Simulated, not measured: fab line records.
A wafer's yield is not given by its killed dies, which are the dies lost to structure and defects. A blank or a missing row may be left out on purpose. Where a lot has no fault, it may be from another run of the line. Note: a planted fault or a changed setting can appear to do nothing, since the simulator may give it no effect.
Comparing a struck lot with a sound one    flow nandHarc    14 out of 1159 route steps
Sound: wafers L159.4, L159.5, L159.6. Struck: wafers L147.4, L147.5, L147.6. The cause is named last.
Each step with rows lists, per side, the tool, then ch with its chambers, then its first start. Under that, the readings that differ: sound wafers    struck wafers    difference of the means    sigmas: that difference in standard deviations of wafers without a fault.
alike: readings whose means differ by less than 2 such deviations, and words and numbers that are the same on both sides. not compared: withheld readings, readings that some wafer has no value for, bounds like >300 that may hide the same value, and numbers for which the record gives no deviation and whose values overlap.
Wherever a step has rows on one side only, a row that says differs or no value, or a row with sigmas, the two part there. Numbers that have no deviation but don't overlap get no sigmas and don't part them. A reading missing from all wafers of one side parts the sides only when that side holds two or more wafers.

first, 3 steps without rows for these wafers: NHARC_A_STAIRCASE_STRIP_317 (strips in SPM, time 900 s); NHARC_A_STAIRCASE_PRECLEAN_318 (cleans in SC1); NHARC_A_STAIRCASE_SRD_329.
NHARC_A_STAIRCASE_ALD_415: deposits SiO2, target thk 30 nm, pulse time 6 s, ald cycles 300.
  sound on aldHk-02 ch 0,1,2, day 17 12:13; struck on aldHk-02 ch 0,2,3, day 14 07:32
  alike: heaterPowerW, precursorPulseHeightRel
NHARC_A_STAIRCASE_ETCHBACK_416: etches the open film in C4F8/O2/Ar, target depth 36 nm, time 7.2 s.
  sound: rieDiel-02 ch 2,3; struck: rieDiel-06 ch 1,2
  alike: oesProductAu, rfVppV
  not compared: rfHoursCounterH
NHARC_A_STAIRCASE_STRIP_476: strips in O2, time 20 s.
  sound on rieDiel-02 ch 2,3, day 17 13:56; struck on rieDiel-06 ch 1,2,3, day 14 09:16
  alike: drypumpMotorCurrentA, oesProductAu, rfVppV, showerheadPlenumPTorr, throttleValvePct
  not compared: rfHoursCounterH
NHARC_A_STAIRCASE_DEP_417: deposits Si3N4, target thk 60 nm.
  sound on pecvd-01 ch 0,1,2, day 17 14:10; struck on pecvd-04 ch 0,1,2, day 14 09:29
  alike: heaterPowerW
then, 4 steps without rows for these wafers: NHARC_A_STAIRCASE_WET_418 (chemistry H3PO4, target depth 20 nm); NHARC_A_STAIRCASE_PRECLEAN_419 (cleans in SC1); NHARC_A_STAIRCASE_SRD_421; NHARC_A_STAIRCASE_ALD_420 (deposits SiO2, target thk 20 nm, pulse time 6 s, ald cycles 200).
NHARC_A_STAIRCASE_CVD_552: deposits SiNx, target thk 40 nm.
  sound on lpcvd-01 ch 0, day 17 22:31; struck on lpcvd-02 ch 0, day 15 04:14
  alike: spikeTcLowerC, zonePowerUpperPct
NHARC_A_STAIRCASE_DEP_151: deposits SiO2, target thk 3800 nm.
  sound on pecvd-03 ch 0,1,2, day 18 02:20; struck on pecvd-04 ch 0,1,2, day 15 08:25
  alike: heaterPowerW
-- break in the record here, with 7 days between the starts of the struck wafers on either side (left off in module A_STAIRCASE, picked up again in module END, where the first step shown is number 1159 on the route) --
NHARC_END_SORT_01:
  the record has rows for the struck wafers here (prober-01 ch 0, day 22 00:11) and none for the sound ones

== WHERE THEY PART ==
Within this record, at NHARC_END_SORT_01 only.

WHY: the cause the simulator had injected
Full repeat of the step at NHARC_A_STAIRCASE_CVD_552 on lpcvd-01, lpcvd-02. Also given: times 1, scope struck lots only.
